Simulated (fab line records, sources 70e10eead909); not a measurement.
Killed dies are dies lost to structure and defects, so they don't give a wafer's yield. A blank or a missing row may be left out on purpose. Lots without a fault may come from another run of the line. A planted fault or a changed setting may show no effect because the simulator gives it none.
Chamber matching | flow nand_harc | NHARC_A_STAIRCASE_TRIM_20 on rie_diel-10: 4 sister chambers
The step chemistry O2, time 211.2 s. 16 wafers are shown with their chamber, then 8 later ones without.

WAFERS WITH THEIR CHAMBER
wafer  | chamber | drypump_motor_current_A (A) | showerhead_plenum_p_Torr (Torr) | chamber_pressure_mTorr (mTorr)
L074.2 | 3       | 6.7                         | 3.67                            | 60.03
L074.4 | 1       | 6.5                         | 3.40                            | 59.98
L074.6 | 1       | 6.5                         | 3.40                            | 59.99
L077.1 | 2       | 5.1                         | 3.29                            | 59.92
L077.3 | 1       | 6.5                         | 3.39                            | 59.94
L077.4 | 3       | 6.8                         | 3.67                            | 59.96
L079.2 | 2       | 5.1                         | 3.28                            | 59.98
L079.5 | 0       | 5.5                         | 3.64                            | 59.97
L079.6 | 3       | 6.7                         | 3.66                            | 60.02
L080.1 | 0       | 5.5                         | 3.64                            | 60.23
L080.2 | 2       | 5.1                         | 3.28                            | 59.92
L080.3 | 3       | 6.7                         | 3.66                            | 59.89
L086.4 | 3       | 6.8                         | 3.65                            | 59.98
L086.5 | 0       | 5.5                         | 3.63                            | 60.05
L086.6 | 1       | 6.5                         | 3.38                            | 59.99
L087.3 | 0       | 5.5                         | 3.62                            | 59.95

SIGNATURES (means of the wafers above)
reading                  | chamber 0 | chamber 1 | chamber 2 | chamber 3 | scatter within a chamber
drypump_motor_current_A  | 5.500     | 6.500     | 5.100     | 6.740     | 0.0316
showerhead_plenum_p_Torr | 3.6325    | 3.3925    | 3.2833    | 3.6620    | 0.00864
chamber_pressure_mTorr   | 60.0500   | 59.9750   | 59.9400   | 59.9760   | 0.0738
Rule: a wafer's distance from a chamber is the root of the sum, over the readings, of the square of ((its reading less the chamber's mean) divided by the reading's scatter). The wafer belongs to the nearest chamber; if the next one is less than 2 further off, it can't be placed. The scatter: the root of (the sum of the squares of (reading less its chamber's mean) over the shown wafers, divided by (wafers less chambers)).

WAFERS WITHOUT THEIR CHAMBER
wafer  | drypump_motor_current_A (A) | showerhead_plenum_p_Torr (Torr) | chamber_pressure_mTorr (mTorr)
L087.5 | 6.5                         | 3.37                            | 59.94
L087.6 | 5.2                         | 3.79                            | 60.06
L090.1 | 6.5                         | 3.37                            | 60.02
L090.4 | 6.8                         | 3.65                            | 60.02
L090.6 | 5.5                         | 3.62                            | 60.02
L097.3 | 6.5                         | 3.36                            | 60.01
L097.4 | 5.1                         | 3.78                            | 60.00
L097.6 | 5.1                         | 3.78                            | 60.01

WHICH CHAMBER EACH WENT THROUGH
wafer  | from the rows above | in truth
L087.5 | 1                   | 1
L087.6 | 0                   | 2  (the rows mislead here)
L090.1 | 1                   | 1
L090.4 | 3                   | 3
L090.6 | 0                   | 0
L097.3 | 1                   | 1
L097.4 | 0                   | 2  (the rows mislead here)
L097.6 | 0                   | 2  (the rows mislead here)
Placed correctly: 5 of 8. Can't be placed from these rows: 0. Placed wrongly: 3.
